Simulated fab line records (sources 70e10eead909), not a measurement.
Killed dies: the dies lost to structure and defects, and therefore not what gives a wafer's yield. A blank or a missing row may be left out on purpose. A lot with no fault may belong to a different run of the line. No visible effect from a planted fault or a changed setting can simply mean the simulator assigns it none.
A struck lot beside a sound one / flow nand-harc / 14 steps out of a route of 1302
Sound: the wafers L269.1, L269.2, L269.4. Wafers L254.1, L254.2, L254.3 were the ones struck. The cause comes at the end.
Per side, at each step with rows, come the tool, then ch with its chambers, and then its first start. Under that, the readings that differ: sound wafers / struck wafers / difference of the means / sigmas: that difference in standard deviations of wafers without a fault.
alike: a reading whose means differ by less than 2 such deviations, as well as words and numbers matching on both sides. not compared: withheld readings; readings where some wafer has no value; bounds like >300 that might hide an equal value; numbers whose values overlap and for which the record gives no deviation.
The two part at a step that has a row with sigmas, a row that says differs or no value, or rows on one side only. Non-overlapping numbers with no deviation appear without sigmas and do not part them. A reading missing from all wafers of one side parts the sides only when that side holds two or more wafers.

first, 5 steps without rows for these wafers: NHARC_A_ZERO_WELL_SOFTBAKE_05 (time 70 s); NHARC_A_ZERO_WELL_EBR_06; NHARC_A_ZERO_WELL_EXPOSE_07 (exposes mask A ZERO); NHARC_A_ZERO_WELL_PEB_08 (peb time 80 s); NHARC_A_ZERO_WELL_DEVELOP_09 (time 50 s).
NHARC_A_ZERO_WELL_CD_MEAS_10: the cd target is 2000 nm.
  sound on cd-sem-02 ch 0, day 14 20:32; struck on cd-sem-02 ch 0, day 9 04:16
  alike: cd-nm
then, 1 step without rows for these wafers: NHARC_A_ZERO_WELL_HARDBAKE_11 (time 65 s).
NHARC_A_ZERO_WELL_DESCUM_12: chemistry O2, time 3 s.
  sound on rie-diel-08 ch 0,1,3, day 14 20:41; struck on rie-diel-06 ch 0,2,3, day 9 04:25
reading=rf-hours-counter-h (h); sound=24 26 24; struck=2 2 2; difference=-23; sigmas=
  alike: drypump-motor-current-A, oes-product-au, rf-vpp-V, showerhead-plenum-p-Torr, throttle-valve-pct
NHARC_A_ZERO_WELL_ETCH_19: etches the open film in N2/H2, target depth 80 nm, overetch 24 nm, time 87.88 s.
  sound on rie-diel-08 ch 0,2,3, day 14 20:47; struck on rie-diel-06 ch 0,2,3, day 9 04:31
reading=rf-hours-counter-h (h); sound=24 26 24; struck=2 2 2; difference=-23; sigmas=
  alike: drypump-motor-current-A, oes-product-au, rf-vpp-V, showerhead-plenum-p-Torr, throttle-valve-pct
NHARC_A_ZERO_WELL_ETCH_13: etches the open film in HBr/Cl2, target depth 120 nm, time 40.1 s.
  sound on rie-si-05 ch 0,1,2, day 14 20:54; struck on rie-si-05 ch 0,1,3, day 9 04:37
reading=rf-hours-counter-h (h); sound=0.17 0.13 0.14; struck=0.36 0.33 0.45; difference=+0.23; sigmas=
  alike: drypump-motor-current-A, he-backside-leak-sccm, oes-product-au, throttle-valve-pct
then, 1 step without rows for these wafers: NHARC_A_ZERO_WELL_STRIP_14 (strips in SPM, time 900 s).
NHARC_A_ZERO_WELL_IMPLANT_15:
  sound on implanter-02 ch 0, day 14 21:35; struck on implanter-01 ch 0, day 9 05:34
reading=faraday-current-uA; sound=121.3 127.4 124.9; struck=133.3 127.3 131.0; difference=+6.0; sigmas=+2
then, 1 step without rows for these wafers: NHARC_A_ZERO_WELL_PRECLEAN_22 (cleans in SC1, time 60 s).
-- jump in the record: it breaks off in module A_ZERO_WELL and resumes in module END (first step shown: number 1302 of the route), and 18 days separate the struck wafers' starts before and after --
NHARC_END_SORT_01:
  at this point the record logs the struck wafers (prober-02 ch 0, day 27 02:37) and has no rows for the sound ones

== WHERE THEY PART ==
Earliest at NHARC_A_ZERO_WELL_IMPLANT_15; latest, in this record, at NHARC_END_SORT_01.

WHY: whatever the simulator had introduced
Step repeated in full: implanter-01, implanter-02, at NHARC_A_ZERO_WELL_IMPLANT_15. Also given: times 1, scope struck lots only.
